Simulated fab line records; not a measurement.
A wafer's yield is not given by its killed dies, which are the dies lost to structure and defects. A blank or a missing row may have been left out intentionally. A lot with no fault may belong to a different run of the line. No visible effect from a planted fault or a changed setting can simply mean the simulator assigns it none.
Lot-split experiment + flow n5-finfet + route with 1938 steps; 7 lots, 21 wafers read

THE SPLIT ITSELF
At N5_BEOL_M4_TRENCH_ETCH_37 (etches SiOC in C4F6/O2, target depth 55.555 nm, time 29.2 s), the setting source-w was moved away from the recipe's 355 W on 4 of the 21 wafers read, by -9.8% to +6.1%. The other wafers ran this setting at the recipe's value.

The reading comes from the split's own step.

THE READING
rf-vpp-V, in V, at N5_BEOL_M4_TRENCH_ETCH_37 (etches SiOC in C4F6/O2, target depth 55.555 nm, time 29.2 s). On this fab line, fault-free wafers typically give 670 V with a standard deviation of 6.5 V.

| wafer  | tool, chamber at the split | source-w as run, W | against the recipe | rf-vpp-V, V | against lot-mates on the recipe |
|--------|----------------------------|--------------------|--------------------|-------------|---------------------------------|
| L076.1 | rie-diel-06, 3             | 320.2              | -9.8%              | 713         | +58                             |
| L076.2 | rie-diel-06, 0             | 355                | recipe             | 655         | -                               |
| L076.5 | rie-diel-06, 2             | 320.2              | -9.8%              | 702         | +47                             |
| L077.4 | rie-diel-02, 0             | 376.7              | +6.1%              | 650         | -20                             |
| L077.5 | rie-diel-02, 0             | 376.7              | +6.1%              | 651         | -19                             |
| L077.6 | rie-diel-02, 1             | 355                | recipe             | 670         | -                               |
| L082.1 | rie-diel-02, 1             | 355                | recipe             | 671         | -                               |
| L082.2 | rie-diel-02, 2             | 355                | recipe             | 679         | -                               |
| L082.5 | rie-diel-02, 2             | 355                | recipe             | 679         | -                               |
| L084.2 | rie-diel-06, 1             | 355                | recipe             | 675         | -                               |
| L084.5 | rie-diel-06, 1             | 355                | recipe             | 675         | -                               |
| L084.6 | rie-diel-06, 2             | 355                | recipe             | 666         | -                               |
| L089.1 | rie-diel-02, 1             | 355                | recipe             | 670         | -                               |
| L089.4 | rie-diel-02, 2             | 355                | recipe             | 678         | -                               |
| L089.6 | rie-diel-02, 0             | 355                | recipe             | 671         | -                               |
| L094.1 | rie-diel-05, 1             | 355                | recipe             | 683         | -                               |
| L094.2 | rie-diel-05, 2             | 355                | recipe             | 670         | -                               |
| L094.4 | rie-diel-05, 0             | 355                | recipe             | 662         | -                               |
| L093.2 | rie-diel-05, 0             | 355                | recipe             | 661         | -                               |
| L093.4 | rie-diel-05, 2             | 355                | recipe             | 671         | -                               |
| L093.5 | rie-diel-05, 3             | 355                | recipe             | 668         | -                               |

THE FIT
A straight line over all 21 wafers: rf-vpp-V changes by -3.62 V for each +1% of source-w; r = -0.89; the points scatter about the line by 6.9 V.
The same after taking each lot's own level away (the mean of its wafers on the recipe; 21 wafers): -4.71 V for each +1%; r = -0.95; scatter 6 V.
That fit puts the effect of the largest move of source-w on the reading at 46 V.
Across the lots, their own levels run from 655.0 to 676.3 V, a range of 3.3 times the standard deviation given above.
Thus the slope moves with the lot-to-lot level: the two fits are different.
Check: +41.1 V against its lot-mates is what the line predicts for one of the wafers moved furthest among these (-9.8%) when that wafer is left out of the fit. Against them it came out at +58 V.
Tool readings at the split's step, against how far the setting was moved: rf-vpp-V r = -0.89.

THE OTHER SPLITS THESE WAFERS WENT THROUGH
Note: prior to the reading, these wafers also went through further splits. Each is held against what the fit with the lots' levels taken away leaves over:
| other split on the same wafers | wafers away from the commonest value | r with rf-vpp-V (lot level and that fit taken away) |
|--------------------------------|--------------------------------------|-----------------------------------------------------|
| N5_BEOL_M3_EXPOSE_08 dose-mj   | 8                                    | -0.42                                               |

FILE'S OWN FIT
rf-vpp-V changes by -4.72 V for each +1% of source-w, r = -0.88.
